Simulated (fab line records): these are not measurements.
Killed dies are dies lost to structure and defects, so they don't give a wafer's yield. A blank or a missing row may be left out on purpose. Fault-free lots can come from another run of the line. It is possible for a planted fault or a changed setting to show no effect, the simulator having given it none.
Comparing a struck lot with a sound one ; flow n5Finfet ; 22 steps out of a route of 1938
Sound: the wafers L208.1, L208.4, L208.6. Wafers L204.4, L204.5, L204.6 were the ones struck. The cause is named last.
Each step with rows lists, per side, the tool, then ch with its chambers, then its first start. Under that, the readings that differ: sound wafers ; struck wafers ; difference of the means ; sigmas: that difference in standard deviations of wafers without a fault.
alike: same words and numbers on both sides, and readings whose means sit less than 2 such deviations apart. not compared: any withheld reading, any reading some wafer has no value for, any bound like >300 that may hide the same value, and any number with overlapping values for which the record gives no deviation.
Wherever a step has rows on one side only, a row that says differs or no value, or a row with sigmas, the two part there. Numbers that don't overlap but have no deviation are shown without sigmas and don't part them. Lack of a reading on every wafer of one side parts them only where that side has two or more wafers.

first, 9 steps without rows for these wafers: N5_BEOL_M9_EXPOSE_08 (exposes mask M9); N5_BEOL_M9_PEB_09 (peb time 60 s); N5_BEOL_M9_DEVELOP_10 (develop time 30 s); N5_BEOL_M9_DESCUM_16 (chemistry O2, time 7.9 s); N5_BEOL_M9_ETCH_61 (etches SiARC in CF4, target depth 39 nm, time 65 s); N5_BEOL_M9_ETCH_62 (etches SOC in N2/H2, target depth 110 nm, overetch 22 nm, time 165 s); N5_BEOL_M9_STRIP_68 (strips in N2/H2); N5_BEOL_M9_STRIP_67 (strips in CF4); N5_BEOL_M9_HM_OPEN_17 (chemistry Cl2/BCl3, target TiN, target depth 20 nm, overetch 6 nm).
N5_BEOL_M9_STRIP_19: strips in O2.
  sound on rieDiel-05 ch 0,3, day 14 15:15; struck on rieDiel-02 ch 1,2,3, day 14 01:21
  alike: drypumpMotorCurrentA, oesProductAu, rfVppV, showerheadPlenumPTorr, throttleValvePct
  not compared: rfHoursCounterH
then, 9 steps without rows for these wafers: N5_BEOL_M9_COAT_63 (time 60 s, resist thk 60 nm); N5_BEOL_M9_COAT_64 (time 60 s, resist thk 12 nm); N5_BEOL_M9_COAT_75 (time 60 s, resist thk 5 nm); N5_BEOL_M9_COAT_22 (resist thk 30 nm); N5_BEOL_M9_EBR_24; N5_BEOL_M9_SOFTBAKE_23 (time 60 s); N5_BEOL_M9_EXPOSE_25 (exposes mask V8); N5_BEOL_M9_PEB_26 (peb time 60 s); N5_BEOL_M9_DEVELOP_27 (develop time 30 s).
N5_BEOL_M9_INSPECT_30: inspects for defects (brightfield).
  sound: defectInspect-01 at day 14 15:43; struck: defectInspect-02 at day 14 02:59
reading;sound;struck;difference;sigmas
rawDefectCount;470 462 367;1073 1030 975;+593;+7
then, 1 step without rows for these wafers: N5_BEOL_M9_DESCUM_33 (chemistry O2, time 7 s).
-- record jumps: 3 days separate the struck wafers' starts on either side; left off in module BEOL_M9, taken up again in module PASSIVATION, whose first shown step is the route's number 1936 --
N5_PASSIVATION_PROBE_49:
  the record has rows for the struck wafers here (prober-01, day 16 18:47) and none for the sound ones

== WHERE THEY PART ==
Earliest at N5_BEOL_M9_INSPECT_30; latest, in this record, at N5_PASSIVATION_PROBE_49.

WHY: the cause the simulator had injected
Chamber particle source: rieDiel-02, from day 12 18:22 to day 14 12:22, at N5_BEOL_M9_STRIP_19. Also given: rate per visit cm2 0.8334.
